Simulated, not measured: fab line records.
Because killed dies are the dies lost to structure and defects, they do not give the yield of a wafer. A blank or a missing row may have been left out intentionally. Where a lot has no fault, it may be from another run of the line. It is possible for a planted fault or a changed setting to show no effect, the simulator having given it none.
A struck lot beside a sound one / flow n5-finfet / 15 out of 1938 route steps
Sound: the wafers L229.2, L229.4, L229.5. Struck: wafer L237.4; the same lot's L237.3 was not struck, so it is left out; see the end for the cause.
Order at every step that has rows: each side's tool, ch and its chambers, its first start. Under that, the readings that differ: sound wafers / struck wafers / difference of the means / sigmas: that difference in standard deviations of wafers without a fault.
alike: same words and numbers on both sides, and readings whose means sit less than 2 such deviations apart. not compared: any withheld reading, any reading some wafer has no value for, any bound like >300 that may hide the same value, and any number with overlapping values for which the record gives no deviation.
A row with sigmas, a row that says differs or no value, or rows on one side alone: a step with any of these is where the two part. When numbers do not overlap yet have no deviation, they are printed without sigmas and do not part them. Lack of a reading on every wafer of one side parts them only where that side has two or more wafers.

first, 7 steps without rows for these wafers: N5_BEOL_M6_COAT_71 (time 60 s, resist thk 5 nm); N5_BEOL_M6_COAT_22 (resist thk 30 nm); N5_BEOL_M6_EBR_24; N5_BEOL_M6_SOFTBAKE_23 (time 60 s); N5_BEOL_M6_EXPOSE_25 (exposes mask V5, target cd 40 nm); N5_BEOL_M6_PEB_26 (peb time 60 s); N5_BEOL_M6_DEVELOP_27 (develop time 30 s).
N5_BEOL_M6_CD_MEAS_28: target cd 40 nm.
  sound on cd-sem-02 ch 0, day 10 15:24; struck on cd-sem-02 ch 0, day 13 09:01
  alike: cd-nm
N5_BEOL_M6_OVL_MEAS_29:
  sound on overlay-02 ch 0, day 10 15:26; struck on overlay-02 ch 0, day 13 09:03
  alike: V5_OVL
N5_BEOL_M6_INSPECT_30: inspects for defects (brightfield).
  sound on defect-inspect-02, day 10 15:29; struck on defect-inspect-01, day 13 09:06
  alike: raw-defect-count
N5_BEOL_M6_DESCUM_33: chemistry O2, time 7 s.
  sound on rie-diel-05 ch 1,2,3, day 10 15:31; struck on rie-diel-01 ch 1, day 13 09:08
  alike: drypump-motor-current-A, oes-product-au, rf-vpp-V, showerhead-plenum-p-Torr, throttle-valve-pct
  not compared: rf-hours-counter-h
N5_BEOL_M6_ETCH_72: etches underlayer in N2/H2, target depth 6.5 nm, time 5.2 s.
  sound on rie-diel-05 ch 1,2,3, day 10 15:33; struck on rie-diel-01 ch 1, day 13 09:10
  alike: drypump-motor-current-A, etch-rf-on-time-s, oes-product-au, rf-vpp-V, showerhead-plenum-p-Torr, throttle-valve-pct
  not compared: rf-hours-counter-h
N5_BEOL_M6_ETCH_65: etches SiARC in CF4, target depth 15.6 nm, time 26 s.
  sound on rie-diel-05 ch 1,2,3, day 10 15:34; struck on rie-diel-01 ch 1, day 13 09:11
reading=etch-rf-on-time-s (s); sound=26.1 25.8 25.3; struck=17.6; difference=-8.1; sigmas=-23
  alike: drypump-motor-current-A, oes-product-au, rf-vpp-V, showerhead-plenum-p-Torr, throttle-valve-pct
  not compared: rf-hours-counter-h
N5_BEOL_M6_ETCH_66: etches SOC in N2/H2, target depth 80 nm, overetch 16 nm, time 120 s.
  sound on rie-diel-05 ch 1,2,3, day 10 15:36; struck on rie-diel-01 ch 1, day 13 09:13
  alike: drypump-motor-current-A, oes-product-au, rf-vpp-V, showerhead-plenum-p-Torr, throttle-valve-pct
  not compared: rf-hours-counter-h
following that, these wafers have no rows for 1 step: N5_PASSIVATION_PROBE_49.

WHERE THEY PART
Within this record, at N5_BEOL_M6_ETCH_65 only. Later steps at which nothing parts them and some readings are alike: N5_BEOL_M6_ETCH_66.

WHY: what had been put in by the simulator
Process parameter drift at N5_BEOL_M6_ETCH_65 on rie-diel-01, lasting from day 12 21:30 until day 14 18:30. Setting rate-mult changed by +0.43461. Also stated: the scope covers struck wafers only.
